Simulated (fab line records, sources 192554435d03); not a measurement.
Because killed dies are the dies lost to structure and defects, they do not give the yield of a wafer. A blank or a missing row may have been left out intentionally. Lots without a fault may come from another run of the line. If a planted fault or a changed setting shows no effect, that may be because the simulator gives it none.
Split-lot study -- flow n5 finfet -- on a route of 1938 steps: 7 lots, 39 wafers read

## ABOUT THE SPLIT
At N5_BEOL_M15_TRENCH_ETCH_34 (etches SiO2 in C4F8/O2/Ar, target depth 872.93 nm, time 199 s), the setting time s was moved away from the recipe's 199 s on 18 of the 39 wafers read, by -47.4% to +57.7%. The other wafers ran this setting at the recipe's value.

## FROM THE SPLIT TO THE READING: what the file shows between them, 4 steps
- N5_BEOL_M15_STRIP_36: strips in O2
- N5_BEOL_M15_ECD_47: material Cu, target thk 1860 nm
- N5_BEOL_M15_ANNEAL_48: time 90 s
- N5_BEOL_M15_CMP_49: polishes, stops on SiO2, t overpolish 4.9 s, target thk 850 nm

## THE READING
M15_THK, in nm, at N5_BEOL_M15_THK_MEAS_50 (measures by xrf). A value of 841 nm with a standard deviation of 26 nm is what fault-free wafers of this fab line usually give.

wafer,"tool, chamber at the split","time s as run, s",against the recipe,"M15_THK, nm",against lot-mates on the recipe
L079.1,"rie diel-03, 0",199,recipe,818,-
L079.2,"rie diel-03, 3",313.9,+57.7%,1316,+489
L079.3,"rie diel-03, 1",313.9,+57.7%,1334,+507
L079.4,"rie diel-03, 3",199,recipe,830,-
L079.5,"rie diel-03, 0",313.9,+57.7%,1315,+488
L079.6,"rie diel-03, 1",199,recipe,833,-
L080.1,"rie diel-03, 3",265.3,+33.3%,1116,+279
L080.2,"rie diel-03, 0",265.3,+33.3%,1108,+271
L080.3,"rie diel-03, 1",199,recipe,840,-
L080.4,"rie diel-03, 0",199,recipe,827,-
L080.5,"rie diel-03, 3",265.3,+33.3%,1109,+272
L080.6,"rie diel-03, 1",199,recipe,845,-
L087.1,"rie diel-01, 3",199,recipe,817,-
L087.2,"rie diel-01, 1",199,recipe,841,-
L087.3,"rie diel-01, 2",199,recipe,860,-
L087.4,"rie diel-01, 0",104.7,-47.4%,437,-402
L087.5,"rie diel-01, 0",104.7,-47.4%,435,-404
L087.6,"rie diel-01, 1",104.7,-47.4%,429,-410
L089.1,"rie diel-01, 1",199,recipe,832,-
L089.2,"rie diel-01, 0",199,recipe,836,-
L089.3,"rie diel-01, 3",280.7,+41.1%,1159,+323
L089.4,"rie diel-01, 2",199,recipe,839,-
L089.5,"rie diel-01, 3",280.7,+41.1%,1150,+314
L089.6,"rie diel-01, 2",280.7,+41.1%,1196,+360
L094.2,"rie diel-03, 2",199,recipe,851,-
L094.3,"rie diel-03, 3",199,recipe,857,-
L094.4,"rie diel-03, 3",199,recipe,859,-
L096.1,"rie diel-01, 3",199,recipe,837,-
L096.2,"rie diel-01, 2",114,-42.7%,461,-371
L096.3,"rie diel-01, 1",114,-42.7%,455,-377
L096.4,"rie diel-01, 0",199,recipe,841,-
L096.5,"rie diel-01, 0",114,-42.7%,472,-360
L096.6,"rie diel-01, 1",199,recipe,817,-
L097.1,"rie diel-02, 1",199,recipe,811,-
L097.2,"rie diel-02, 2",199,recipe,904,-
L097.3,"rie diel-02, 0",199,recipe,837,-
L097.4,"rie diel-02, 3",272.7,+37.0%,1146,+295
L097.5,"rie diel-02, 1",272.7,+37.0%,1129,+278
L097.6,"rie diel-02, 0",272.7,+37.0%,1162,+311

FIT RESULTS
A straight line over all 39 wafers: M15_THK changes by +8.42 nm for each +1% of time s; r = +1.00; the points scatter about the line by 18 nm.
The same after taking each lot's own level away (the mean of its wafers on the recipe; 39 wafers): +8.43 nm for each +1%; r = +1.00; scatter 16 nm.
The reading moves by 4.9e+02 nm for the largest change in time s, on that fit.
Across the lots, their own levels run from 827.0 to 855.7 nm, a range of 1.1 times the standard deviation given above.
The two slopes are in agreement: the lot-to-lot level therefore moves the slope only a little.
Check: +482 nm against its lot-mates is what the line predicts for one of the wafers moved furthest among these (+57.7%) when that wafer is left out of the fit. It came out at +489 nm against them.

## THE WHOLE CHAIN: every reading that the file lists as answering this split, in the file's order
step,what it does,reading,change (the file's fit),r (the file's)
N5_BEOL_M15_TRENCH_ETCH_34,"etches SiO2 in C4F8/O2/Ar, target depth 872.93 nm, time 199 s","etch.depth nm (the simulator's own value, which no gauge read)",+8.41 nm for each +1% of the setting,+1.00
N5_BEOL_M15_TRENCH_ETCH_34,"etches SiO2 in C4F8/O2/Ar, target depth 872.93 nm, time 199 s","coat_of_BEOL_M15_COAT_22.thk nm (the simulator's own value, which no gauge read)",-1.66 nm for each +1% of the setting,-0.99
N5_BEOL_M15_CMP_49,"polishes, stops on SiO2, t overpolish 4.9 s, target thk 850 nm","Cu_of_BEOL_M15_ECD_47.thk nm (the simulator's own value, which no gauge read)",+8.42 nm for each +1% of the setting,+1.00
N5_BEOL_M15_THK_MEAS_50,measures by xrf,M15_THK,+8.4 for each +1% of the setting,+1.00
N5_BEOL_M15_RS_MEAS_54,measures by four-point-probe,M15_RS,"not straight: 0.0431 at the lowest setting, 0.0218 at the recipe, 0.0138 at the highest",not given

## THE FILE'S OWN FIT
M15_THK changes by +8.4 nm for each +1% of time s, r = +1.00.
